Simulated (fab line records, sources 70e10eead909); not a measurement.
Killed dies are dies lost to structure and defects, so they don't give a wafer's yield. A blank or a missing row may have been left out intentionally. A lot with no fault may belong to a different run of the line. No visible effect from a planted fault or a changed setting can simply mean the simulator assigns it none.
fab line records	flow nandHarc
record lots=24	wafers=72	lastDay=34
route steps=1302 shown A_SGD_CUT@906 A_SLIT@922 A_WL_FILL@954 A_CONTACT@1007
lots untouched by any fault: they come from a run of this same line in which no faults occurred
startH: the number of hours between the record's first day and the start of the first shown wafer of the lot	waitH: hours since the lot's step before	" as in the row above	L1.1+2: several wafers, shown together as one row	- no value present, or no start provided	* or withheld: withheld	< > ~ a bound
route shown NAME@n: names a module that has steps shown in the file, with the first one's number in the route	usual: average and standard deviation across the fault-free wafers	same: alike in all rows	chamber/n: place in a boat	sites: the reading at each site	_std_site: standard deviation of those values	_edge_site: mean of outer sites minus mean of inner sites	radiusMm: for every site, how far away it sits from the centre of the wafer	mask NAME#n: copy n	behind: the most recent tool/chamber to have shaped the wafer	hold: why the lot was held/for how many hours/how that ended	device: the n, p or np transistor that did not switch	end of line: the tests these same wafers got at the end of their route	step lacking rows: just its recipe	killed: the dies lost at the first sort to structure and to defects; this is not the yield of the wafer	map: a wafer's dies, x killed, . not, _ none there
set.NAME: the setting that was run; set.NAME@STEP: the one run at that earlier step	model.NAME: the simulator's own value behind a step, which no gauge read
the route's steps for a sample of lots (tables are steps, rows are wafers)
services: a tool's chamber out of use, with start hour (startH, from the record's first day; less than 0 if before it), hours out, and reason
## steps
# step NHARC_A_SGD_CUT_ETCH_59
# recipe targetDepthA=2600	overEtchFrac=0.25	timeS=406.25	ionEnergyEv=200	n2FlowSccm=150	h2FlowSccm=150	arFlowSccm=0	rfW=400	biasW=150	chemistry=N2/H2
# usual drypumpMotorCurrentA=5.8/0.48	mfcArSccm=0.009/0.014	oesProductAu=1.003/0.011	rfVppV=430.2/2.6	showerheadPlenumPTorr=2.02/0.094	throttleValvePct=14.171/0.0096
lot.wafer	tool	chamber	startH	waitH	drypumpMotorCurrentA	mfcArSccm	oesProductAu	rfHoursCounterH	rfVppV	showerheadPlenumPTorr	throttleValvePct
L074.2	rieDiel-07	0	-	-	5.6	0.002	1.017	9	434.6	2.18	14.165
L074.5	"	2	"	"	6.5	0	0.993	-	429.5	2.02	14.174
L074.6	"	3	"	"	5.5	0	1.003	-	427.8	1.91	14.173
L075.4	rieDiel-07	3	-	-	5.5	0	1.012	9	428.1	1.91	14.162
L075.3	"	0	"	"	5.6	0.002	1.018	10	434.6	2.18	14.171
L075.6	"	2	"	"	6.5	0	1.005	-	429.2	2.02	14.154
L076.4	rieDiel-07	1	-	-	6.2	0.012	0.990	10	427.2	1.94	14.154
L076.3	"	3	"	"	5.5	0	1.001	9	426.3	1.91	14.163
L076.6	"	1	"	"	6.2	0.012	1.001	-	427.3	1.94	14.174
L078.4	rieDiel-04	2	-	-	5.5	0	0.988	6	432.1	2.13	14.165
L078.1	"	3	"	"	6.3	0	1.004	7	426.6	1.91	14.182
L078.5	"	2	"	"	5.5	0	1.006	-	432.5	2.13	14.169
L077.2	rieDiel-08	2	-	-	6.4	0.037	0.996	4	435.0	2.14	14.165
L077.3	"	1	"	"	5.9	0.033	0.989	3	429.4	2.01	14.179
L077.5	"	3	"	"	5.0	0	1.019	-	431.2	2.07	14.168
L079.2	rieDiel-08	2	-	-	6.3	0.037	1.011	5	433.7	2.14	14.174
L079.6	"	2	"	"	6.4	0.037	1.009	-	434.2	2.14	14.170
L079.5	"	3	"	"	5.0	0	1.022	-	430.0	2.07	14.179
L080.3	rieDiel-04	1	-	-	5.7	0	0.992	10	431.6	2.03	14.161
L080.6	"	0	"	"	5.8	0	0.987	-	426.1	1.91	14.173
L080.5	"	1	"	"	5.7	0	0.995	-	430.7	2.03	14.183
L082.1	rieDiel-08	2	-	-	6.4	0.037	1.002	6	433.7	2.14	14.163
L082.4	"	3	"	"	5.0	0	1.026	7	431.5	2.07	14.173
L082.6	"	2	"	"	6.3	0.037	1.005	-	434.3	2.14	14.170
L081.3	rieDiel-07	1	-	-	6.2	0.012	1.014	2	428.1	1.94	14.172
L081.2	"	3	"	"	5.6	0	1.003	1	427.3	1.91	14.182
L081.5	"	1	"	"	6.2	0.012	1.013	-	428.6	1.94	14.166
L084.3	rieDiel-08	1	-	-	5.9	0.033	0.994	8	428.8	2.00	14.171
L084.1	"	3	"	"	5.0	0	1.025	8	430.7	2.07	14.177
L084.5	"	3	"	"	5.0	0	1.028	-	431.3	2.07	14.191
L083.1	rieDiel-07	3	-	-	5.6	0	1.013	2	427.6	1.91	14.178
L083.6	"	0	"	"	5.6	0.002	1.011	-	433.9	2.17	14.181
L083.5	"	1	"	"	6.1	0.012	1.018	-	427.0	1.94	14.183
L086.1	rieDiel-08	2	-	-	6.3	0.037	1.011	1	433.2	2.14	14.182
L086.3	"	0	"	"	5.1	0	0.991	0	428.5	1.97	14.164
L086.4	"	2	"	"	6.4	0.037	1.013	-	434.5	2.14	14.172
L085.2	rieDiel-07	3	-	-	5.5	0	1.002	4	428.6	1.91	14.177
L085.4	"	2	"	"	6.5	0	1.001	4	430.3	2.02	14.164
L085.6	"	0	"	"	5.6	0.002	1.009	-	434.1	2.17	14.183
L087.2	rieDiel-07	0	-	-	5.6	0.002	1.004	6	434.6	2.17	14.165
L087.4	"	1	"	"	6.2	0.012	1.010	7	429.1	1.94	14.176
L087.6	"	0	"	"	5.6	0.002	1.008	-	434.1	2.17	14.161
L088.2	rieDiel-08	0	-	-	5.1	0	1.005	2	429.8	1.97	14.190
L088.1	"	2	"	"	6.4	0.037	1.014	2	434.2	2.14	14.170
L088.5	"	1	"	"	5.9	0.033	0.999	-	430.0	2.00	14.168
L089.4	rieDiel-04	1	-	-	5.7	0	1.006	4	429.2	2.03	14.169
L089.6	"	1	"	"	5.8	0	1.001	-	431.3	2.03	14.161
L089.5	"	2	"	"	5.4	0	0.988	-	434.1	2.13	14.156
L090.4	rieDiel-07	2	-	-	6.5	0	0.992	7	429.1	2.02	14.171
L090.1	"	0	"	"	5.6	0.002	1.013	7	433.2	2.17	14.170
L090.5	"	2	"	"	6.5	0	0.988	-	431.5	2.02	14.186
L092.1	rieDiel-08	2	-	-	6.4	0.037	1.010	3	433.1	2.14	14.181
L092.2	"	3	"	"	5.0	0	1.014	2	431.7	2.07	14.156
L092.6	"	3	"	"	5.0	0	1.013	-	432.3	2.07	14.180
L091.1	rieDiel-07	3	-	-	5.5	0	1.001	8	427.3	1.91	14.171
L091.4	"	1	"	"	6.2	0.012	1.013	-	426.8	1.94	14.169
L091.5	"	0	"	"	5.6	0.002	1.016	-	433.3	2.17	14.171
L093.2	rieDiel-08	3	-	-	5.0	0	1.010	3	431.5	2.07	14.178
L093.3	"	0	"	"	5.1	0	0.985	3	429.3	1.97	14.177
L093.6	"	0	"	"	5.1	0	0.987	-	428.6	1.97	14.189
L094.4	rieDiel-08	1	-	-	5.9	0.033	0.983	3	429.3	2.00	14.164
L094.6	"	1	"	"	5.9	0.033	0.989	-	429.3	2.00	14.183
L094.5	"	2	"	"	6.4	0.037	1.001	-	433.6	2.14	14.167
L095.3	rieDiel-07	1	-	-	6.2	0.012	1.013	0	427.5	1.94	14.174
L095.2	"	3	"	"	5.5	0	1.016	0	425.5	1.91	14.172
L095.6	"	0	"	"	5.5	0.002	1.015	-	434.1	2.17	14.170
L097.3	rieDiel-07	0	-	-	5.6	0.002	1.013	1	434.6	2.17	14.171
L097.4	"	1	"	"	6.2	0.012	1.012	1	427.8	1.94	14.176
L097.6	"	0	"	"	5.6	0.002	1.003	-	432.7	2.17	14.181
L096.3	rieDiel-04	3	-	-	6.3	0	1.000	12	426.4	1.91	14.162
L096.4	"	3	"	"	6.3	0	1.008	-	427.4	1.91	14.172
L096.5	"	1	"	"	5.7	0	1.001	-	431.0	2.03	14.169
# step NHARC_A_SLIT_DEP_25
# recipe targetThkA=2000	tempC=400	pressureTorr=6.5	rfW=900	teosFlowSccm=161.4	flowSccm=2650	targetThkNm=200	gas=O2	material=SiO2
# usual flowSccm=2651/7	heaterPowerW=511/83	throttleValvePct=16.0/0.38
lot.wafer	tool	chamber	startH	waitH	flowSccm	heaterPowerW	throttleValvePct
L074.2	pecvd-03	1	444.21	0.1	2660	669	16.0
L074.6	"	1	"	"	2668	522	16.0
L074.5	"	2	"	"	2661	464	16.7
L075.3	pecvd-01	0	457.07	0.2	2654	598	16.3
L075.4	"	1	"	"	2655	461	15.8
L075.6	"	0	"	"	2651	622	15.9
L076.3	pecvd-04	2	465.70	0.1	2646	420	15.2
L076.4	"	2	"	"	2652	442	15.1
L076.6	"	0	"	"	2654	463	15.5
L078.1	pecvd-03	1	465.74	0.1	2656	636	16.1
L078.5	"	1	"	"	2654	668	15.9
L078.4	"	2	"	"	2657	444	16.2
L077.2	pecvd-01	1	465.75	0.1	2636	476	15.8
L077.3	"	2	"	"	2653	411	15.6
L077.5	"	1	"	"	2660	337	16.0
L079.2	pecvd-03	1	484.01	0.1	2640	677	16.1
L079.5	"	1	"	"	2655	512	16.2
L079.6	"	2	"	"	2649	469	16.4
L080.3	pecvd-01	2	484.24	0.2	2641	496	15.6
L080.5	"	1	"	"	2655	452	15.8
L080.6	"	2	"	"	2643	497	16.0
L081.2	pecvd-01	2	518.54	0.1	2654	505	15.7
L081.3	"	0	"	"	2651	576	15.6
L081.5	"	0	"	"	2650	549	15.1
L082.1	pecvd-03	1	518.54	0.1	2655	639	16.1
L082.4	"	0	"	"	2643	557	16.5
L082.6	"	2	"	"	2646	472	15.9
L084.3	pecvd-01	2	543.77	0.1	2647	453	15.8
L084.1	"	1	"	"	2657	347	16.0
L084.5	"	2	"	"	2649	461	15.9
L083.1	pecvd-04	2	543.80	0.1	2639	471	15.6
L083.6	"	1	"	"	2655	493	16.2
L083.5	"	2	"	"	2647	462	15.3
L085.2	pecvd-01	1	564.68	0.1	2657	462	16.2
L085.6	"	2	"	"	2655	475	15.7
L085.4	"	0	"	"	2660	482	15.2
L086.1	pecvd-03	2	564.73	0.1	2633	498	15.9
L086.3	"	0	"	"	2650	657	16.2
L086.4	"	1	"	"	2643	674	16.2
L088.1	pecvd-04	0	594.73	0.1	2644	530	15.6
L088.2	"	2	"	"	2646	469	15.4
L088.5	"	0	"	"	2655	549	15.8
L087.2	pecvd-03	0	594.83	0.1	2648	633	16.5
L087.6	"	2	"	"	2657	483	16.2
L087.4	"	1	"	"	2652	593	15.9
L089.6	pecvd-04	1	605.09	0.2	2655	503	16.2
L089.5	"	2	"	"	2662	457	15.4
L089.4	"	0	"	"	2657	507	15.7
L090.1	pecvd-03	0	610.81	0.1	2656	634	16.6
L090.4	"	1	"	"	2650	640	16.0
L090.5	"	0	"	"	2649	647	16.6
L091.1	pecvd-03	2	623.36	0.1	2658	456	16.0
L091.4	"	0	"	"	2655	510	16.6
L091.5	"	1	"	"	2650	621	15.7
L092.2	pecvd-01	0	623.39	0.1	2642	450	15.8
L092.1	"	1	"	"	2654	422	16.2
L092.6	"	0	"	"	2644	465	15.6
L093.3	pecvd-04	0	623.42	0.1	2658	534	16.0
L093.2	"	2	"	"	2641	411	15.6
L093.6	"	1	"	"	2651	581	16.6
L094.4	pecvd-01	2	655.85	0.2	2645	493	16.1
L094.5	"	0	"	"	2656	450	15.7
L094.6	"	1	"	"	2642	389	16.3
L095.2	pecvd-04	0	664.93	0.1	2664	454	15.9
L095.3	"	2	"	"	2658	455	15.2
L095.6	"	1	"	"	2654	595	15.9
L097.3	pecvd-03	0	675.00	0.1	2642	559	16.4
L097.4	"	1	"	"	2638	671	15.8
L097.6	"	2	"	"	2661	426	16.1
L096.3	pecvd-04	1	675.18	0.3	2648	575	16.0
L096.5	"	0	"	"	2651	423	16.4
L096.4	"	1	"	"	2664	587	16.1
# step NHARC_A_WL_FILL_ALD_02
# recipe targetThkA=20	pulseTimeS=3	aldCycles=100	tempC=450	material=TiN
# usual heaterPowerW=1104/110	precursorPulseHeightRel=1.000/0.022
lot.wafer	tool	chamber	startH	waitH	heaterPowerW	precursorPulseHeightRel
L074.2	aldMetal-04	0	466.34	0.2	1140	1.012
L074.5	"	2	"	"	988	0.963
L074.6	"	3	"	"	965	1.010
L075.3	aldMetal-01	1	476.45	0.2	1165	1.019
L075.4	"	2	"	"	1291	0.972
L075.6	"	3	"	"	1138	0.949
L078.4	aldMetal-04	2	488.67	0.1	945	0.993
L078.1	"	3	"	"	996	1.011
L078.5	"	2	"	"	935	1.002
L077.2	aldMetal-02	1	492.02	0.2	1226	1.000
L077.3	"	2	"	"	1059	1.001
L077.5	"	0	"	"	1164	1.008
L076.3	aldMetal-01	0	492.04	0.2	1001	0.990
L076.4	"	1	"	"	1171	1.038
L076.6	"	3	"	"	1115	0.999
L080.3	aldMetal-02	1	503.53	0.2	1243	0.996
L080.6	"	2	"	"	1079	1.063
L080.5	"	3	"	"	1061	0.984
L079.2	aldMetal-04	1	503.58	0.2	1219	1.018
L079.5	"	1	"	"	1193	1.030
L079.6	"	2	"	"	967	1.037
L082.4	aldMetal-01	3	537.01	0.1	1157	1.010
L082.1	"	2	"	"	1264	0.994
L082.6	"	3	"	"	1134	0.965
L081.2	aldMetal-04	0	540.32	0.2	1103	1.017
L081.3	"	1	"	"	1225	1.007
L081.5	"	0	"	"	1120	1.007
L084.1	aldMetal-04	0	562.24	0.2	1112	0.985
L084.3	"	1	"	"	1178	1.032
L084.5	"	1	"	"	1214	1.003
L083.1	aldMetal-01	3	562.31	0.3	1131	1.031
L083.5	"	1	"	"	1130	1.022
L083.6	"	2	"	"	1293	1.001
L086.4	aldMetal-04	1	583.01	0.1	1224	0.972
L086.1	"	2	"	"	970	0.960
L086.3	"	3	"	"	1003	0.978
L085.4	aldMetal-02	3	583.17	0.1	1050	0.974
L085.2	"	1	"	"	1274	1.004
L085.6	"	0	"	"	1137	0.996
L087.4	aldMetal-04	1	615.57	0.1	1241	0.991
L087.2	"	0	"	"	1104	0.981
L087.6	"	2	"	"	996	1.012
L088.2	aldMetal-01	2	615.66	0.2	1298	0.979
L088.1	"	3	"	"	1145	0.995
L088.5	"	0	"	"	931	0.981
L089.4	aldMetal-01	1	624.50	0.2	1124	0.989
L089.5	"	2	"	"	1261	0.997
L089.6	"	3	"	"	1151	1.015
L090.4	aldMetal-02	2	629.32	0.1	1092	1.019
L090.1	"	0	"	"	1109	0.985
L090.5	"	3	"	"	978	1.015
L091.1	aldMetal-01	3	642.51	0.2	1172	0.977
L091.4	"	0	"	"	948	0.989
L091.5	"	3	"	"	1175	1.024
L092.2	aldMetal-04	2	642.52	0.2	968	1.022
L092.1	"	3	"	"	1024	0.991
L092.6	"	1	"	"	1228	1.012
L093.3	aldMetal-04	2	646.35	0.1	979	1.001
L093.2	"	3	"	"	1023	1.045
L093.6	"	2	"	"	974	1.016
L094.4	aldMetal-02	1	678.27	0.1	1225	0.972
L094.5	"	1	"	"	1252	0.981
L094.6	"	2	"	"	1129	0.963
L095.3	aldMetal-02	2	688.65	0.2	1127	1.000
L095.2	"	0	"	"	1109	1.034
L095.6	"	1	"	"	1255	0.973
L097.4	aldMetal-02	1	697.00	0.1	1231	0.993
L097.3	"	2	"	"	1135	1.016
L097.6	"	2	"	"	1121	1.014
L096.4	aldMetal-04	2	710.33	0.1	962	0.998
L096.3	"	3	"	"	915	0.999
L096.5	"	1	"	"	1198	1.021
# step NHARC_A_CONTACT_ETCH_113
# recipe sourceW=withheld	pressureMtorr=20	biasV=3000	timeS=190	targetDepthA=18500	arFlowSccm=withheld	c4f8FlowSccm=withheld	o2FlowSccm=withheld	chemistry=C4F8/O2/Ar
lot.wafer	tool	chamber	startH	waitH	rfHoursCounterH
L074.2	harCapEtch-02	0	496.57	0.1	81
L074.6	"	0	"	"	-
L074.5	"	1	"	"	-
L075.4	harCapEtch-02	0	502.06	0.1	-
L075.3	"	1	"	"	-
L075.6	"	1	"	"	-
L077.2	harCapEtch-01	1	516.74	0.1	0
L077.3	"	0	"	"	-
L077.5	"	1	"	"	-
L078.1	harCapEtch-02	1	517.15	0.1	87
L078.4	"	1	"	"	-
L078.5	"	1	"	"	-
L076.4	harCapEtch-01	1	519.40	0.1	-
L076.3	"	0	"	"	-
L076.6	"	1	"	"	-
L080.3	harCapEtch-01	1	533.35	0.1	-
L080.6	"	0	"	"	-
L080.5	"	1	"	"	-
L079.2	harCapEtch-02	1	533.64	0.1	91
L079.5	"	1	"	"	-
L079.6	"	0	"	"	-
L082.1	harCapEtch-02	0	562.86	0.1	96
L082.4	"	1	"	"	-
L082.6	"	1	"	"	-
L081.2	harCapEtch-03	0	568.73	0.1	51
L081.3	"	1	"	"	-
L081.5	"	1	"	"	-
L084.1	harCapEtch-02	0	591.47	0.1	100
L084.3	"	0	"	"	-
L084.5	"	1	"	"	-
L083.1	harCapEtch-03	0	591.67	0.1	55
L083.6	"	1	"	"	-
L083.5	"	0	"	"	-
L086.1	harCapEtch-03	1	610.61	0.2	57
L086.3	"	1	"	"	-
L086.4	"	0	"	"	-
L085.2	harCapEtch-01	0	612.16	0.1	16
L085.4	"	0	"	"	-
L085.6	"	1	"	"	-
L088.1	harCapEtch-01	0	641.28	0.1	21
L088.2	"	1	"	"	21
L088.5	"	0	"	"	-
L087.2	harCapEtch-02	1	642.05	0.1	109
L087.4	"	0	"	"	-
L087.6	"	0	"	"	-
L089.4	harCapEtch-03	0	651.32	0.1	-
L089.6	"	1	"	"	-
L089.5	"	0	"	"	-
L090.1	harCapEtch-03	0	656.10	0.1	65
L090.4	"	0	"	"	-
L090.5	"	1	"	"	-
L091.1	harCapEtch-02	1	669.53	0.1	114
L091.4	"	0	"	"	-
L091.5	"	1	"	"	-
L093.2	harCapEtch-03	1	670.48	0.1	69
L093.3	"	0	"	"	-
L093.6	"	0	"	"	-
L092.1	harCapEtch-02	1	673.72	0.1	117
L092.2	"	0	"	"	117
L092.6	"	0	"	"	-
L094.4	harCapEtch-01	0	704.26	0.2	-
L094.6	"	1	"	"	-
L094.5	"	0	"	"	-
L095.2	harCapEtch-02	0	715.04	0.1	122
L095.3	"	1	"	"	-
L095.6	"	0	"	"	-
L097.3	harCapEtch-02	0	725.59	0.1	-
L097.4	"	1	"	"	-
L097.6	"	0	"	"	-
L096.4	harCapEtch-02	0	740.35	0.2	-
L096.3	"	1	"	"	-
L096.5	"	0	"	"	-
# step NHARC_A_CONTACT_CD_MEAS_53
# usual cdNm=289.4/0.86
lot.wafer	tool	chamber	startH	waitH	cdNm
L074.2	cdSem-01	-	499.47	-	288.3
L074.5	"	-	"	"	288.6
L074.6	"	-	"	"	289.3
L075.3	cdSem-01	-	504.91	-	289.8
L075.4	"	-	"	"	289.6
L075.6	"	-	"	"	289.6
L077.2	cdSem-01	-	519.65	-	290.4
L077.3	"	-	"	"	289.9
L077.5	"	-	"	"	290.0
L078.1	cdSem-02	-	520.05	-	290.3
L078.4	"	-	"	"	290.1
L078.5	"	-	"	"	289.7
L076.3	cdSem-02	-	522.25	-	289.2
L076.4	"	-	"	"	289.8
L076.6	"	-	"	"	289.1
L080.3	cdSem-03	-	536.19	-	288.2
L080.5	"	-	"	"	289.7
L080.6	"	-	"	"	289.8
L079.2	cdSem-02	-	536.55	-	291.1
L079.5	"	-	"	"	290.5
L079.6	"	-	"	"	290.7
L082.1	cdSem-02	-	565.72	-	287.5
L082.4	"	-	"	"	287.3
L082.6	"	-	"	"	288.4
L081.2	cdSem-02	-	572.17	-	290.5
L081.3	"	-	"	"	290.1
L081.5	"	-	"	"	289.9
L084.1	cdSem-02	-	594.38	-	289.7
L084.3	"	-	"	"	289.2
L084.5	"	-	"	"	289.4
L083.1	cdSem-01	-	594.54	-	289.6
L083.5	"	-	"	"	290.4
L083.6	"	-	"	"	289.7
L086.1	cdSem-01	-	614.30	-	286.9
L086.3	"	-	"	"	287.3
L086.4	"	-	"	"	287.3
L085.2	cdSem-02	-	615.09	-	289.3
L085.4	"	-	"	"	290.2
L085.6	"	-	"	"	288.7
L088.1	cdSem-01	-	644.18	-	289.3
L088.2	"	-	"	"	288.7
L088.5	"	-	"	"	288.7
L087.2	cdSem-01	-	644.99	-	288.6
L087.4	"	-	"	"	288.2
L087.6	"	-	"	"	288.9
L089.4	cdSem-03	-	654.14	-	289.9
L089.5	"	-	"	"	289.2
L089.6	"	-	"	"	289.9
L090.1	cdSem-02	-	659.01	-	289.6
L090.4	"	-	"	"	289.4
L090.5	"	-	"	"	289.5
L091.1	cdSem-03	-	672.49	-	290.1
L091.4	"	-	"	"	289.6
L091.5	"	-	"	"	290.2
L093.2	cdSem-01	-	673.41	-	289.9
L093.3	"	-	"	"	290.3
L093.6	"	-	"	"	289.8
L092.1	cdSem-01	-	676.62	-	290.1
L092.2	"	-	"	"	290.1
L092.6	"	-	"	"	290.4
L094.4	cdSem-01	-	707.80	-	289.4
L094.5	"	-	"	"	289.0
L094.6	"	-	"	"	289.6
L095.2	cdSem-01	-	718.05	-	289.4
L095.3	"	-	"	"	289.5
L095.6	"	-	"	"	289.7
L097.3	cdSem-02	-	728.44	-	288.4
L097.4	"	-	"	"	289.2
L097.6	"	-	"	"	288.7
L096.3	cdSem-02	-	743.52	-	290.3
L096.4	"	-	"	"	289.4
L096.5	"	-	"	"	290.0
# step NHARC_A_CONTACT_OVL_MEAS_70
# usual overlayXNm=-0.3/0.71	overlayYNm=0.2/0.95
lot.wafer	tool	chamber	startH	waitH	overlayXNm	overlayYNm
L074.2	overlay-01	-	504.63	-	-0.3	-0.6
L074.5	"	-	"	"	-0.5	-0.3
L074.6	"	-	"	"	-1.0	-0.5
L075.3	overlay-01	-	510.64	-	-0.3	1.2
L075.4	"	-	"	"	-0.1	0.4
L075.6	"	-	"	"	0.0	0.6
L077.2	overlay-01	-	526.58	-	-0.7	-0.7
L077.3	"	-	"	"	-0.2	-1.1
L077.5	"	-	"	"	-0.7	-0.5
L078.1	overlay-02	-	527.80	-	-0.7	1.5
L078.4	"	-	"	"	-0.4	1.4
L078.5	"	-	"	"	-0.5	1.1
L076.3	overlay-02	-	532.83	-	-0.2	0.6
L076.4	"	-	"	"	-1.1	1.0
L076.6	"	-	"	"	-0.6	0.6
L080.3	overlay-02	-	541.25	-	0.3	-0.1
L080.5	"	-	"	"	0.2	0.2
L080.6	"	-	"	"	0.7	0.2
L079.2	overlay-01	-	541.89	-	0.8	1.0
L079.5	"	-	"	"	1.2	0.6
L079.6	"	-	"	"	0.7	1.4
L082.1	overlay-01	-	570.77	-	-1.1	-0.2
L082.4	"	-	"	"	-1.3	-0.3
L082.6	"	-	"	"	-1.5	0.4
L081.2	overlay-02	-	577.24	-	-1.1	-0.3
L081.3	"	-	"	"	-1.0	0.0
L081.5	"	-	"	"	-1.1	-0.1
L084.1	overlay-01	-	601.08	-	0.5	0.2
L084.3	"	-	"	"	0.1	-0.6
L084.5	"	-	"	"	-0.1	-0.3
L083.1	overlay-02	-	603.11	-	0.3	1.7
L083.5	"	-	"	"	-0.2	2.1
L083.6	"	-	"	"	-0.3	1.8
L086.1	overlay-02	-	621.92	-	-0.4	-1.4
L086.3	"	-	"	"	-0.2	-1.6
L086.4	"	-	"	"	0.4	-1.1
L085.2	overlay-01	-	623.30	-	-1.0	0.7
L085.4	"	-	"	"	-1.2	0.5
L085.6	"	-	"	"	-1.1	0.8
L088.1	overlay-02	-	649.99	-	-0.6	1.7
L088.2	"	-	"	"	-0.2	2.1
L088.5	"	-	"	"	-1.0	1.7
L087.2	overlay-01	-	650.02	-	0.0	-0.7
L087.4	"	-	"	"	-0.4	-0.6
L087.6	"	-	"	"	0.0	-0.4
L089.4	overlay-01	-	659.05	-	-0.9	0.8
L089.5	"	-	"	"	-0.9	1.1
L089.6	"	-	"	"	-1.0	0.5
L090.1	overlay-02	-	665.67	-	0.4	-1.2
L090.4	"	-	"	"	0.2	-1.4
L090.5	"	-	"	"	-0.4	-1.9
L091.1	overlay-02	-	681.74	-	-1.1	-0.4
L091.4	"	-	"	"	-1.2	-0.1
L091.5	"	-	"	"	-1.4	0.2
L093.2	overlay-01	-	681.95	-	0.3	-0.3
L093.3	"	-	"	"	-0.2	0.2
L093.6	"	-	"	"	0.5	-0.3
L092.1	overlay-02	-	686.39	-	0.0	0.1
L092.2	"	-	"	"	0.1	0.3
L092.6	"	-	"	"	0.0	0.3
L094.4	overlay-01	-	713.30	-	0.7	-0.5
L094.5	"	-	"	"	0.2	0.2
L094.6	"	-	"	"	0.3	0.5
L095.2	overlay-01	-	723.27	-	-0.7	-0.7
L095.3	"	-	"	"	0.6	-0.8
L095.6	"	-	"	"	0.0	-0.8
L097.3	overlay-02	-	733.80	-	1.3	2.1
L097.4	"	-	"	"	1.8	1.9
L097.6	"	-	"	"	1.3	1.8
L096.3	overlay-02	-	749.90	-	-1.4	-0.4
L096.4	"	-	"	"	-0.6	-0.4
L096.5	"	-	"	"	-0.3	-0.5
## services
tool	chamber	startH	hours	kind
rieDiel-07	1	425.00	5.5	repair
pecvd-01	-	451.35	1.0	repair
rieDiel-07	-	471.64	9.0	pm
aldMetal-04	-	474.00	10.0	pm
rieDiel-08	2	484.85	10.0	repair
rieDiel-07	2	515.71	7.9	repair
rieDiel-07	2	526.90	1.2	repair
rieDiel-08	0	534.55	4.2	repair
rieDiel-07	0	541.29	7.0	repair
rieDiel-08	-	544.80	9.0	pm
pecvd-03	-	545.44	0.9	repair
pecvd-03	-	547.00	13.0	pm
rieDiel-08	3	556.81	2.5	repair
rieDiel-08	-	567.90	0.4	repair
rieDiel-08	1	613.84	12.6	repair
rieDiel-07	2	613.91	6.3	repair
rieDiel-07	-	648.64	9.0	pm
aldMetal-04	-	652.00	10.0	pm
harCapEtch-02	-	704.55	3.0	repair
pecvd-03	1	704.68	8.5	repair
pecvd-03	0	707.12	6.4	repair
rieDiel-07	0	712.33	10.1	repair
rieDiel-08	-	721.86	9.0	pm
pecvd-03	-	728.11	13.0	pm
## key
fault none
